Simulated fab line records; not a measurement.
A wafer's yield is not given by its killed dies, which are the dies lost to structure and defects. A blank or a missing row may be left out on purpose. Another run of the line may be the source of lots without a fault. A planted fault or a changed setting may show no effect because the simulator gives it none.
Chamber matching	flow n5_finfet	N5_BEOL_M0_SAQP_DESCUM_45 on rie_diel-01 has 4 sister chambers
The step chemistry O2, time 7 s. 4 wafers are shown with their chamber, then 12 later ones without.

== WAFERS PAIRED WITH THEIR CHAMBERS ==
wafer	chamber	showerhead_plenum_p_Torr (Torr)
L081.2	3	2.07
L087.1	0	2.09
L087.2	1	2.23
L087.3	2	2.12

== WAFERS MISSING THEIR CHAMBER ==
wafer	showerhead_plenum_p_Torr (Torr)
L087.4	2.07
L087.5	2.12
L087.6	2.23
L090.3	2.07
L090.4	2.23
L090.6	2.09
L088.2	2.12
L088.3	2.23
L088.5	2.12
L095.2	2.11
L095.3	2.06
L095.4	2.22

== CHAMBER TAKEN BY EACH ==
wafer	from the rows above	in truth
L087.4	3	3
L087.5	2	2
L087.6	1	1
L090.3	3	3
L090.4	1	1
L090.6	0	0
L088.2	2	2
L088.3	1	1
L088.5	2	2
L095.2	can't be placed: 2 or 0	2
L095.3	3	3
L095.4	1	1
Correctly placed: 11 of 12. From these rows, 1 cannot be placed; in 1 the true chamber is one of the candidates. Number placed wrongly: 0.
How it was worked out, from the rows above alone: a wafer's distance from a chamber is the root of the sum, over the readings, of the square of ((its reading less the chamber's mean) divided by the reading's scatter). If the next closest chamber is less than 2 further off than the closest, the wafer can't be placed; otherwise it belongs to the closest. Each chamber's mean is taken over the wafers shown for it. The scatter: with one shown wafer a chamber, the root of the mean of the squares of how far each hidden wafer lies from its nearest shown one.
